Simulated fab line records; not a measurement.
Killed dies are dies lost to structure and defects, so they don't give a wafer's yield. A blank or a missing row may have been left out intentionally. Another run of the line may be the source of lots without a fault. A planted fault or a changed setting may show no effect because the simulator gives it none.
Lot-split experiment || flow n5 finfet || 21 wafers read from 7 lots, route of 1938 steps

SPLIT DETAILS
At N5_BEOL_M1_COAT_61 (time 60 s, resist thk 60 nm), the setting spin rpm was moved away from the recipe's 1500 rpm on 6 of the 21 wafers read, by -7.1% to +7.9%. This setting was run at the recipe's value on the other wafers.

FROM THE SPLIT TO THE READING: what the file shows between them, 8 steps
- N5_BEOL_M1_COAT_62: time 60 s, resist thk 12 nm
- N5_BEOL_M1_COAT_73: time 60 s, resist thk 5 nm
- N5_BEOL_M1_ETCH_74: etches underlayer in N2/H2, target depth 6.5 nm, time 5.2 s
- N5_BEOL_M1_ETCH_63: etches SiARC in CF4, target depth 15.6 nm, time 26 s
- N5_BEOL_M1_ETCH_64: etches SOC in N2/H2, target depth 75 nm, overetch 15 nm, time 112.5 s
- N5_BEOL_M1_STRIP_65: strips in N2/H2
- N5_BEOL_M1_STRIP_75: strips in N2/H2
- N5_BEOL_M1_STRIP_66: strips in CF4

THE READING
SOC_of_BEOL_M1_COAT_61.thk nm (the simulator's own value, which no gauge read), in nm, at N5_BEOL_M1_HM_OPEN_17 (chemistry Cl2/BCl3, target TiN, target depth 20 nm, overetch 6 nm). The file gives no usual value for it. Across the 15 wafers here that went through the recipe, the average is 52.1 nm and the standard deviation 0.33 nm.

{"wafer": "L074.1", "tool, chamber at the split": "litho track-02, 0", "spin rpm as run, rpm": 1609, "against the recipe": "+7.3%", "SOC_of_BEOL_M1_COAT_61.thk nm, nm": 50.4, "against lot-mates on the recipe": -1.5}
{"wafer": "L074.3", "tool, chamber at the split": "litho track-02, 0", "spin rpm as run, rpm": 1500, "against the recipe": "recipe", "SOC_of_BEOL_M1_COAT_61.thk nm, nm": 51.8, "against lot-mates on the recipe": "-"}
{"wafer": "L074.5", "tool, chamber at the split": "litho track-02, 0", "spin rpm as run, rpm": 1500, "against the recipe": "recipe", "SOC_of_BEOL_M1_COAT_61.thk nm, nm": 52, "against lot-mates on the recipe": "-"}
{"wafer": "L083.2", "tool, chamber at the split": "litho track-01, 0", "spin rpm as run, rpm": 1500, "against the recipe": "recipe", "SOC_of_BEOL_M1_COAT_61.thk nm, nm": 51.6, "against lot-mates on the recipe": "-"}
{"wafer": "L083.4", "tool, chamber at the split": "litho track-01, 0", "spin rpm as run, rpm": 1500, "against the recipe": "recipe", "SOC_of_BEOL_M1_COAT_61.thk nm, nm": 51.6, "against lot-mates on the recipe": "-"}
{"wafer": "L083.5", "tool, chamber at the split": "litho track-01, 0", "spin rpm as run, rpm": 1453, "against the recipe": "-3.1%", "SOC_of_BEOL_M1_COAT_61.thk nm, nm": 52.6, "against lot-mates on the recipe": "+1.0"}
{"wafer": "L086.4", "tool, chamber at the split": "litho track-05, 0", "spin rpm as run, rpm": 1500, "against the recipe": "recipe", "SOC_of_BEOL_M1_COAT_61.thk nm, nm": 52, "against lot-mates on the recipe": "-"}
{"wafer": "L086.5", "tool, chamber at the split": "litho track-05, 0", "spin rpm as run, rpm": 1500, "against the recipe": "recipe", "SOC_of_BEOL_M1_COAT_61.thk nm, nm": 51.6, "against lot-mates on the recipe": "-"}
{"wafer": "L086.6", "tool, chamber at the split": "litho track-05, 0", "spin rpm as run, rpm": 1393, "against the recipe": "-7.1%", "SOC_of_BEOL_M1_COAT_61.thk nm, nm": 54.6, "against lot-mates on the recipe": "+2.8"}
{"wafer": "L087.2", "tool, chamber at the split": "litho track-05, 0", "spin rpm as run, rpm": 1549, "against the recipe": "+3.3%", "SOC_of_BEOL_M1_COAT_61.thk nm, nm": 51.2, "against lot-mates on the recipe": -0.8}
{"wafer": "L087.5", "tool, chamber at the split": "litho track-05, 0", "spin rpm as run, rpm": 1549, "against the recipe": "+3.3%", "SOC_of_BEOL_M1_COAT_61.thk nm, nm": 51.2, "against lot-mates on the recipe": -0.8}
{"wafer": "L087.3", "tool, chamber at the split": "litho track-05, 0", "spin rpm as run, rpm": 1500, "against the recipe": "recipe", "SOC_of_BEOL_M1_COAT_61.thk nm, nm": 52, "against lot-mates on the recipe": "-"}
{"wafer": "L091.1", "tool, chamber at the split": "litho track-02, 0", "spin rpm as run, rpm": 1500, "against the recipe": "recipe", "SOC_of_BEOL_M1_COAT_61.thk nm, nm": 52.4, "against lot-mates on the recipe": "-"}
{"wafer": "L091.3", "tool, chamber at the split": "litho track-02, 0", "spin rpm as run, rpm": 1500, "against the recipe": "recipe", "SOC_of_BEOL_M1_COAT_61.thk nm, nm": 52.4, "against lot-mates on the recipe": "-"}
{"wafer": "L091.4", "tool, chamber at the split": "litho track-02, 0", "spin rpm as run, rpm": 1618, "against the recipe": "+7.9%", "SOC_of_BEOL_M1_COAT_61.thk nm, nm": 50.2, "against lot-mates on the recipe": -2.2}
{"wafer": "L093.2", "tool, chamber at the split": "litho track-01, 0", "spin rpm as run, rpm": 1500, "against the recipe": "recipe", "SOC_of_BEOL_M1_COAT_61.thk nm, nm": 52.2, "against lot-mates on the recipe": "-"}
{"wafer": "L093.6", "tool, chamber at the split": "litho track-01, 0", "spin rpm as run, rpm": 1500, "against the recipe": "recipe", "SOC_of_BEOL_M1_COAT_61.thk nm, nm": 52.2, "against lot-mates on the recipe": "-"}
{"wafer": "L093.5", "tool, chamber at the split": "litho track-01, 0", "spin rpm as run, rpm": 1500, "against the recipe": "recipe", "SOC_of_BEOL_M1_COAT_61.thk nm, nm": 52.4, "against lot-mates on the recipe": "-"}
{"wafer": "L097.1", "tool, chamber at the split": "litho track-01, 0", "spin rpm as run, rpm": 1500, "against the recipe": "recipe", "SOC_of_BEOL_M1_COAT_61.thk nm, nm": 52.4, "against lot-mates on the recipe": "-"}
{"wafer": "L097.2", "tool, chamber at the split": "litho track-01, 0", "spin rpm as run, rpm": 1500, "against the recipe": "recipe", "SOC_of_BEOL_M1_COAT_61.thk nm, nm": 52.4, "against lot-mates on the recipe": "-"}
{"wafer": "L097.6", "tool, chamber at the split": "litho track-01, 0", "spin rpm as run, rpm": 1500, "against the recipe": "recipe", "SOC_of_BEOL_M1_COAT_61.thk nm, nm": 52.6, "against lot-mates on the recipe": "-"}

THE FIT
A straight line over all 21 wafers: SOC_of_BEOL_M1_COAT_61.thk nm changes by -0.269 nm for each +1% of spin rpm; r = -0.93; the points scatter about the line by 0.33 nm.
The same after taking each lot's own level away (the mean of its wafers on the recipe; 21 wafers): -0.292 nm for each +1%; r = -0.97; scatter 0.22 nm.
On that fit, the largest move of spin rpm shifts the reading by 2.3 nm.
Across the lots, their own levels run from 51.60 to 52.47 nm, a range of 2.7 times the standard deviation given above.
So the lot-to-lot level changes the slope little: the two slopes agree.
Check: -2.22 nm against its lot-mates is what the line predicts for one of the wafers moved furthest among these (+7.9%) when that wafer is left out of the fit. It came out at -2.2 nm against them.

THE WHOLE CHAIN: every reading that the file lists as answering this split, in the file's order
{"step": "N5_BEOL_M1_COAT_61", "what it does": "time 60 s, resist thk 60 nm", "reading": "SOC_of_BEOL_M1_COAT_61.thk nm (the simulator's own value, which no gauge read)", "change (the file's fit)": "-0.306 nm for each +1% of the setting", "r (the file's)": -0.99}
{"step": "N5_BEOL_M1_ETCH_64", "what it does": "etches SOC in N2/H2, target depth 75 nm, overetch 15 nm, time 112.5 s", "reading": "etch.depth nm (the simulator's own value, which no gauge read)", "change (the file's fit)": "-0.304 nm for each +1% of the setting", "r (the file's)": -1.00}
{"step": "N5_BEOL_M1_HM_OPEN_17", "what it does": "chemistry Cl2/BCl3, target TiN, target depth 20 nm, overetch 6 nm", "reading": "SOC_of_BEOL_M1_COAT_61.thk nm (the simulator's own value, which no gauge read)", "change (the file's fit)": "-0.29 nm for each +1% of the setting", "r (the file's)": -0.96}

THE FILE'S OWN FIT
SOC_of_BEOL_M1_COAT_61.thk nm changes by -0.29 nm for each +1% of spin rpm, r = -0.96.
